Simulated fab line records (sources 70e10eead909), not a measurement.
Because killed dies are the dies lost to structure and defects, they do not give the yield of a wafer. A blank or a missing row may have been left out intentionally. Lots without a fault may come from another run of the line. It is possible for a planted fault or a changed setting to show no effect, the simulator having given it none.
Chamber matching | flow nandHarc | rieDiel-11 running NHARC_A_CONTACT_ETCH_75: 4 sister chambers
The step etches the open film in CF4, target depth 39 nm, time 65 s. 14 wafers are shown with their chamber, then 6 later ones without.

## WAFERS WITH THEIR CHAMBER
wafer  | chamber | drypumpMotorCurrentA (A) | showerheadPlenumPTorr (Torr) | rfVppV (V)
L075.1 | 2       | 4.8                      | 1.84                         | 153.1
L075.3 | 3       | 5.9                      | 1.87                         | 152.1
L075.6 | 0       | 5.1                      | 1.91                         | 153.2
L076.2 | 2       | 4.8                      | 1.84                         | 152.3
L076.3 | 3       | 5.9                      | 1.87                         | 152.6
L076.5 | 1       | 6.4                      | 1.68                         | 149.1
L078.3 | 3       | 5.9                      | 1.87                         | 152.4
L078.5 | 1       | 6.4                      | 1.67                         | 149.7
L078.6 | 0       | 5.1                      | 1.91                         | 153.8
L087.2 | 2       | 4.8                      | 1.83                         | 151.1
L087.3 | 3       | 6.0                      | 1.86                         | 153.2
L087.5 | 2       | 4.8                      | 1.83                         | 151.8
L093.2 | 3       | 5.9                      | 1.86                         | 152.0
L093.3 | 2       | 4.8                      | 1.83                         | 152.9

SIGNATURES (means of the wafers above)
reading               | chamber 0 | chamber 1 | chamber 2 | chamber 3 | scatter within a chamber
drypumpMotorCurrentA  | 5.100     | 6.400     | 4.800     | 5.920     | 0.0283
showerheadPlenumPTorr | 1.9100    | 1.6750    | 1.8340    | 1.8660    | 0.00539
rfVppV                | 153.500   | 149.400   | 152.240   | 152.460   | 0.628
Rule: distance of a wafer from a chamber = root of the sum over the readings of ((wafer's reading minus chamber's mean) / reading's scatter) squared. If the next closest chamber is less than 2 further off than the closest, the wafer can't be placed; otherwise it belongs to the closest. How the scatter is found: for the shown wafers, subtract from each reading the mean of its chamber, square and add these, divide the total by (wafers less chambers), then take the root.

## WAFERS WITH NO CHAMBER GIVEN
wafer  | drypumpMotorCurrentA (A) | showerheadPlenumPTorr (Torr) | rfVppV (V)
L094.1 | 6.4                      | 1.66                         | 149.7
L094.3 | 5.1                      | 1.90                         | 153.7
L094.5 | 5.9                      | 1.86                         | 152.8
L096.1 | 4.8                      | 1.83                         | 152.7
L096.3 | 5.0                      | 1.89                         | 153.0
L096.4 | 5.0                      | 1.89                         | 152.7

## WHICH CHAMBER EACH ONE RAN IN
wafer  | from the rows above | in truth
L094.1 | 1                   | 1
L094.3 | 0                   | 0
L094.5 | 3                   | 3
L096.1 | 2                   | 2
L096.3 | 0                   | 0
L096.4 | 0                   | 0
Placed correctly: 6 of 6. Number that these rows cannot place: 0. 0 placed wrongly.
